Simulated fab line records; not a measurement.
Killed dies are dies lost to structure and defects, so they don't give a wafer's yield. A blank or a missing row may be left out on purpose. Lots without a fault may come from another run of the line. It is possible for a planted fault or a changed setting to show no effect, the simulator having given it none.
Matching of chambers / flow nandHarc / rieDiel-13 running NHARC_A_CHANNEL_HOLE_D1_ETCH_38: 4 sister chambers
The step etches the open film in CF4, target depth 39 nm, time 65 s. 4 wafers are shown with their chamber, then 7 later ones without.

WAFERS, EACH WITH ITS CHAMBER
wafer=L399.1; chamber=1; drypumpMotorCurrentA (A)=5.4
wafer=L404.6; chamber=2; drypumpMotorCurrentA (A)=5.6
wafer=L405.4; chamber=3; drypumpMotorCurrentA (A)=5.8
wafer=L405.5; chamber=0; drypumpMotorCurrentA (A)=6.3

WAFERS WITH NO CHAMBER GIVEN
wafer=L405.6; drypumpMotorCurrentA (A)=5.5
wafer=L409.1; drypumpMotorCurrentA (A)=5.8
wafer=L409.5; drypumpMotorCurrentA (A)=5.8
wafer=L409.6; drypumpMotorCurrentA (A)=6.2
wafer=L417.3; drypumpMotorCurrentA (A)=5.5
wafer=L417.6; drypumpMotorCurrentA (A)=5.5
wafer=L418.6; drypumpMotorCurrentA (A)=6.2

THE CHAMBER EACH PASSED THROUGH
wafer=L405.6; from the rows above=can't be placed: 1 or 2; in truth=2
wafer=L409.1; from the rows above=3; in truth=3
wafer=L409.5; from the rows above=3; in truth=3
wafer=L409.6; from the rows above=0; in truth=0
wafer=L417.3; from the rows above=can't be placed: 1 or 2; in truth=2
wafer=L417.6; from the rows above=can't be placed: 1 or 2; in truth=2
wafer=L418.6; from the rows above=0; in truth=0
4 of 7 placed correctly. Cannot be placed on the basis of these rows: 3; the candidates contain the true chamber in 3. Wrongly placed: 0.
How it was worked out, from the rows above alone: a wafer's distance from a chamber is the root of the sum, over the readings, of the square of ((its reading less the chamber's mean) divided by the reading's scatter). If the next closest chamber is less than 2 further off than the closest, the wafer can't be placed; otherwise it belongs to the closest. A chamber's mean is the mean of its shown wafers. The scatter: with one shown wafer a chamber, the root of the mean of the squares of how far each hidden wafer lies from its nearest shown one.
